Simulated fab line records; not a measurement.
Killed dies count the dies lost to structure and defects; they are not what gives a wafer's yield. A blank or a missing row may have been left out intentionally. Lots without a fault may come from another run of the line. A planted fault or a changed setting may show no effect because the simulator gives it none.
Problem report in the 8D (eight disciplines) form, filled by code | flow n5-finfet | the parts of the form that need people (team, actions taken, sign-off) are left out

1. THE PROBLEM
At N5_BEOL_M1_COAT_05, spin-speed-rpm averages 1421.3 rpm over 6 wafers from 2 lots, while fault-free wafers read 1500.2 rpm, standard deviation 1.1. Relative to the usual mean, that is a shift of -72 standard deviations.
The step: resist thk 30 nm.
First seen on wafer L916.2, day 7 14:11, on litho-track-03. The record has a number at this step for 32 wafers belonging to 13 lots. The rule behind "out" and "out of limits": a value lying over 4 standard deviations away from the usual mean. The other wafers with a number count as sound.

2. WHAT IT IS; WHAT IT IS NOT
question                    | is                     | is not
which readings at this step | spin-speed-rpm         | exhaust-pa
which lots                  | L916, L917             | L910, L911, L912, L914, L924, L925, L927, L930, L931, L932, L933
which wafers of those lots  | all that have a number | -
read on which tools         | litho-track-03         | litho-track-01, litho-track-04
when                        | from day 7 14:11       | up to then (9 sound wafers); but 17 sound wafers of L924, L925, L927, L930, L931, L932, L933 came after

3. SUSPECTS, AND WHAT RULES EACH OUT
Counting: a tool at any process step up to the reading remains a suspect when it ran all the lots that are out and ran no sound lot after the first of those.
- litho-track-03 at N5_BEOL_M1_COAT_05 (resist thk 30 nm): ruled out as a lasting fault. The sound lots L930, L931, L933 went through it after L916, its earliest lot that is out (day 7 14:11).
Left after counting: nothing in the record.

4. THE CAUSE (what the simulator had put in)
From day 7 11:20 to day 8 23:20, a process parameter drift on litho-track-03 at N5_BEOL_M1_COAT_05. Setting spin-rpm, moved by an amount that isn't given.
Counting ruled it out, wrongly.

5. THE CHAIN OF EFFECTS, in route order
Each row: a reading whose mean over the struck wafers that have a number lies more than 3 standard deviations from the usual. Only readings for which the record gives a usual standard deviation are gone through. hours: the time from each lot's start at the first step in this table that gives one to its start at this step, as a median over the lots. sigmas: the change in usual standard deviations.
hours | step               | reading        | usual      | on struck wafers | change | sigmas
0     | N5_BEOL_M1_COAT_05 | spin-speed-rpm | 1500.2 rpm | 1421.3           | -78.9  | -72
Process steps it contains:
- N5_BEOL_M1_COAT_05: resist thk 30 nm.
Later steps that measure or inspect, where all struck wafers having a row at the step show a number for every such reading and not one has moved that far: N5_BEOL_M1_CD_MEAS_11, N5_BEOL_M1_OVL_MEAS_12, N5_BEOL_M4_RC_MEAS_101.

6. HOW IT WOULD HAVE BEEN CAUGHT EARLIER
In this record no reading fell out of limits until day 7 14:11, 3 hours after the fault had begun at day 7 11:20.
